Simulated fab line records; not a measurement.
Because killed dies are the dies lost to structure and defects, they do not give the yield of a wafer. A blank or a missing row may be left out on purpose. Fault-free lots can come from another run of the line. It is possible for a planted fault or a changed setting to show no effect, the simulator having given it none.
Split-lot trial || flow n5 finfet || 39 wafers read from 7 lots, route of 1938 steps

== THE SPLIT ==
At N5_ZERO_LAYER_PECVD_02 (deposits SiO2 from SiH4/N2O, target thk 10 nm, time 6 s), the setting time s was moved away from the recipe's 6 s on 12 of the 39 wafers read, by -59.5% to +57.9%. For the rest of the wafers, this setting stayed at what the recipe calls for.

Reading taken at the split's own step.

== THE READING ==
SiO2_of_ZERO_LAYER_PECVD_02.thk nm (the simulator's own value, which no gauge read), in nm, at N5_ZERO_LAYER_PECVD_02 (deposits SiO2 from SiH4/N2O, target thk 10 nm, time 6 s). No usual value for it is given in the file. Average 10.082 nm, standard deviation 0.13 nm, over the 27 wafers here run with the recipe.

{"wafer": "L077.1", "tool, chamber at the split": "pecvd-02, 1", "time s as run, s": 6, "against the recipe": "recipe", "SiO2_of_ZERO_LAYER_PECVD_02.thk nm, nm": 9.892, "against lot-mates on the recipe": "-"}
{"wafer": "L077.2", "tool, chamber at the split": "pecvd-02, 2", "time s as run, s": 6, "against the recipe": "recipe", "SiO2_of_ZERO_LAYER_PECVD_02.thk nm, nm": 9.926, "against lot-mates on the recipe": "-"}
{"wafer": "L077.3", "tool, chamber at the split": "pecvd-02, 0", "time s as run, s": 6, "against the recipe": "recipe", "SiO2_of_ZERO_LAYER_PECVD_02.thk nm, nm": 10.05, "against lot-mates on the recipe": "-"}
{"wafer": "L077.4", "tool, chamber at the split": "pecvd-02, 1", "time s as run, s": 6, "against the recipe": "recipe", "SiO2_of_ZERO_LAYER_PECVD_02.thk nm, nm": 10.16, "against lot-mates on the recipe": "-"}
{"wafer": "L077.5", "tool, chamber at the split": "pecvd-02, 2", "time s as run, s": 6, "against the recipe": "recipe", "SiO2_of_ZERO_LAYER_PECVD_02.thk nm, nm": 10.07, "against lot-mates on the recipe": "-"}
{"wafer": "L077.6", "tool, chamber at the split": "pecvd-02, 0", "time s as run, s": 6, "against the recipe": "recipe", "SiO2_of_ZERO_LAYER_PECVD_02.thk nm, nm": 10.1, "against lot-mates on the recipe": "-"}
{"wafer": "L080.3", "tool, chamber at the split": "pecvd-02, 1", "time s as run, s": 6, "against the recipe": "recipe", "SiO2_of_ZERO_LAYER_PECVD_02.thk nm, nm": 9.88, "against lot-mates on the recipe": "-"}
{"wafer": "L080.4", "tool, chamber at the split": "pecvd-02, 0", "time s as run, s": 6, "against the recipe": "recipe", "SiO2_of_ZERO_LAYER_PECVD_02.thk nm, nm": 10.34, "against lot-mates on the recipe": "-"}
{"wafer": "L080.5", "tool, chamber at the split": "pecvd-02, 1", "time s as run, s": 6, "against the recipe": "recipe", "SiO2_of_ZERO_LAYER_PECVD_02.thk nm, nm": 10.12, "against lot-mates on the recipe": "-"}
{"wafer": "L082.1", "tool, chamber at the split": "pecvd-04, 0", "time s as run, s": 9.473, "against the recipe": "+57.9%", "SiO2_of_ZERO_LAYER_PECVD_02.thk nm, nm": 15.82, "against lot-mates on the recipe": "+5.657"}
{"wafer": "L082.2", "tool, chamber at the split": "pecvd-04, 2", "time s as run, s": 6, "against the recipe": "recipe", "SiO2_of_ZERO_LAYER_PECVD_02.thk nm, nm": 10.05, "against lot-mates on the recipe": "-"}
{"wafer": "L082.3", "tool, chamber at the split": "pecvd-04, 1", "time s as run, s": 9.473, "against the recipe": "+57.9%", "SiO2_of_ZERO_LAYER_PECVD_02.thk nm, nm": 15.75, "against lot-mates on the recipe": "+5.587"}
{"wafer": "L082.4", "tool, chamber at the split": "pecvd-04, 2", "time s as run, s": 6, "against the recipe": "recipe", "SiO2_of_ZERO_LAYER_PECVD_02.thk nm, nm": 10.32, "against lot-mates on the recipe": "-"}
{"wafer": "L082.5", "tool, chamber at the split": "pecvd-04, 1", "time s as run, s": 9.473, "against the recipe": "+57.9%", "SiO2_of_ZERO_LAYER_PECVD_02.thk nm, nm": 15.98, "against lot-mates on the recipe": "+5.817"}
{"wafer": "L082.6", "tool, chamber at the split": "pecvd-04, 0", "time s as run, s": 6, "against the recipe": "recipe", "SiO2_of_ZERO_LAYER_PECVD_02.thk nm, nm": 10.12, "against lot-mates on the recipe": "-"}
{"wafer": "L083.1", "tool, chamber at the split": "pecvd-01, 1", "time s as run, s": 3.074, "against the recipe": "-48.8%", "SiO2_of_ZERO_LAYER_PECVD_02.thk nm, nm": 4.956, "against lot-mates on the recipe": -5.046}
{"wafer": "L083.2", "tool, chamber at the split": "pecvd-01, 2", "time s as run, s": 3.074, "against the recipe": "-48.8%", "SiO2_of_ZERO_LAYER_PECVD_02.thk nm, nm": 5.144, "against lot-mates on the recipe": -4.858}
{"wafer": "L083.3", "tool, chamber at the split": "pecvd-01, 0", "time s as run, s": 6, "against the recipe": "recipe", "SiO2_of_ZERO_LAYER_PECVD_02.thk nm, nm": 9.837, "against lot-mates on the recipe": "-"}
{"wafer": "L083.4", "tool, chamber at the split": "pecvd-01, 1", "time s as run, s": 6, "against the recipe": "recipe", "SiO2_of_ZERO_LAYER_PECVD_02.thk nm, nm": 10.03, "against lot-mates on the recipe": "-"}
{"wafer": "L083.5", "tool, chamber at the split": "pecvd-01, 2", "time s as run, s": 6, "against the recipe": "recipe", "SiO2_of_ZERO_LAYER_PECVD_02.thk nm, nm": 10.14, "against lot-mates on the recipe": "-"}
{"wafer": "L083.6", "tool, chamber at the split": "pecvd-01, 0", "time s as run, s": 3.074, "against the recipe": "-48.8%", "SiO2_of_ZERO_LAYER_PECVD_02.thk nm, nm": 4.877, "against lot-mates on the recipe": -5.125}
{"wafer": "L084.1", "tool, chamber at the split": "pecvd-01, 2", "time s as run, s": 6, "against the recipe": "recipe", "SiO2_of_ZERO_LAYER_PECVD_02.thk nm, nm": 10.08, "against lot-mates on the recipe": "-"}
{"wafer": "L084.2", "tool, chamber at the split": "pecvd-01, 0", "time s as run, s": 6, "against the recipe": "recipe", "SiO2_of_ZERO_LAYER_PECVD_02.thk nm, nm": 9.955, "against lot-mates on the recipe": "-"}
{"wafer": "L084.3", "tool, chamber at the split": "pecvd-01, 1", "time s as run, s": 6, "against the recipe": "recipe", "SiO2_of_ZERO_LAYER_PECVD_02.thk nm, nm": 10.06, "against lot-mates on the recipe": "-"}
{"wafer": "L084.4", "tool, chamber at the split": "pecvd-01, 0", "time s as run, s": 6, "against the recipe": "recipe", "SiO2_of_ZERO_LAYER_PECVD_02.thk nm, nm": 10.16, "against lot-mates on the recipe": "-"}
{"wafer": "L084.5", "tool, chamber at the split": "pecvd-01, 1,2", "time s as run, s": 6, "against the recipe": "recipe", "SiO2_of_ZERO_LAYER_PECVD_02.thk nm, nm": 10.25, "against lot-mates on the recipe": "-"}
{"wafer": "L084.6", "tool, chamber at the split": "pecvd-01, 1,2", "time s as run, s": 6, "against the recipe": "recipe", "SiO2_of_ZERO_LAYER_PECVD_02.thk nm, nm": 10.25, "against lot-mates on the recipe": "-"}
{"wafer": "L085.1", "tool, chamber at the split": "pecvd-01, 1", "time s as run, s": 7.6, "against the recipe": "+26.7%", "SiO2_of_ZERO_LAYER_PECVD_02.thk nm, nm": 12.79, "against lot-mates on the recipe": "+2.657"}
{"wafer": "L085.2", "tool, chamber at the split": "pecvd-01, 2", "time s as run, s": 7.6, "against the recipe": "+26.7%", "SiO2_of_ZERO_LAYER_PECVD_02.thk nm, nm": 12.77, "against lot-mates on the recipe": "+2.637"}
{"wafer": "L085.3", "tool, chamber at the split": "pecvd-01, 0", "time s as run, s": 6, "against the recipe": "recipe", "SiO2_of_ZERO_LAYER_PECVD_02.thk nm, nm": 9.988, "against lot-mates on the recipe": "-"}
{"wafer": "L085.4", "tool, chamber at the split": "pecvd-01, 1", "time s as run, s": 6, "against the recipe": "recipe", "SiO2_of_ZERO_LAYER_PECVD_02.thk nm, nm": 10.18, "against lot-mates on the recipe": "-"}
{"wafer": "L085.5", "tool, chamber at the split": "pecvd-01, 2", "time s as run, s": 7.6, "against the recipe": "+26.7%", "SiO2_of_ZERO_LAYER_PECVD_02.thk nm, nm": 12.91, "against lot-mates on the recipe": "+2.777"}
{"wafer": "L085.6", "tool, chamber at the split": "pecvd-01, 0", "time s as run, s": 6, "against the recipe": "recipe", "SiO2_of_ZERO_LAYER_PECVD_02.thk nm, nm": 10.23, "against lot-mates on the recipe": "-"}
{"wafer": "L097.1", "tool, chamber at the split": "pecvd-02, 2", "time s as run, s": 2.428, "against the recipe": "-59.5%", "SiO2_of_ZERO_LAYER_PECVD_02.thk nm, nm": 3.919, "against lot-mates on the recipe": -6.092}
{"wafer": "L097.2", "tool, chamber at the split": "pecvd-02, 1", "time s as run, s": 6, "against the recipe": "recipe", "SiO2_of_ZERO_LAYER_PECVD_02.thk nm, nm": 9.842, "against lot-mates on the recipe": "-"}
{"wafer": "L097.3", "tool, chamber at the split": "pecvd-02, 0", "time s as run, s": 2.428, "against the recipe": "-59.5%", "SiO2_of_ZERO_LAYER_PECVD_02.thk nm, nm": 4.143, "against lot-mates on the recipe": -5.868}
{"wafer": "L097.4", "tool, chamber at the split": "pecvd-02, 2", "time s as run, s": 6, "against the recipe": "recipe", "SiO2_of_ZERO_LAYER_PECVD_02.thk nm, nm": 10.16, "against lot-mates on the recipe": "-"}
{"wafer": "L097.5", "tool, chamber at the split": "pecvd-02, 0", "time s as run, s": 6, "against the recipe": "recipe", "SiO2_of_ZERO_LAYER_PECVD_02.thk nm, nm": 10.03, "against lot-mates on the recipe": "-"}
{"wafer": "L097.6", "tool, chamber at the split": "pecvd-02, 1", "time s as run, s": 2.428, "against the recipe": "-59.5%", "SiO2_of_ZERO_LAYER_PECVD_02.thk nm, nm": 4.012, "against lot-mates on the recipe": -5.999}
The file does not say which wafer passed through which chamber wherever a row lists several chambers: such a row stands for several wafers.

THE FIT
A straight line over all 39 wafers: SiO2_of_ZERO_LAYER_PECVD_02.thk nm changes by +0.102 nm for each +1% of time s; r = +1.00; the points scatter about the line by 0.14 nm.
The same after taking each lot's own level away (the mean of its wafers on the recipe; 39 wafers): +0.1 nm for each +1%; r = +1.00; scatter 0.12 nm.
That fit puts the effect of the largest move of time s on the reading at 6 nm.
Across the lots, their own levels run from 10.0023 to 10.1633 nm, a range of 1.2 times the standard deviation given above.
The two slopes are in agreement: the lot-to-lot level therefore moves the slope only a little.
Check: with one of the wafers moved furthest among these (-59.5%) left out of the fit, the line predicts -5.97 nm for it against its lot-mates. Against them it came out at -6.09 nm.

== FILE'S OWN FIT ==
SiO2_of_ZERO_LAYER_PECVD_02.thk nm changes by +0.1 nm for each +1% of time s, r = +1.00.
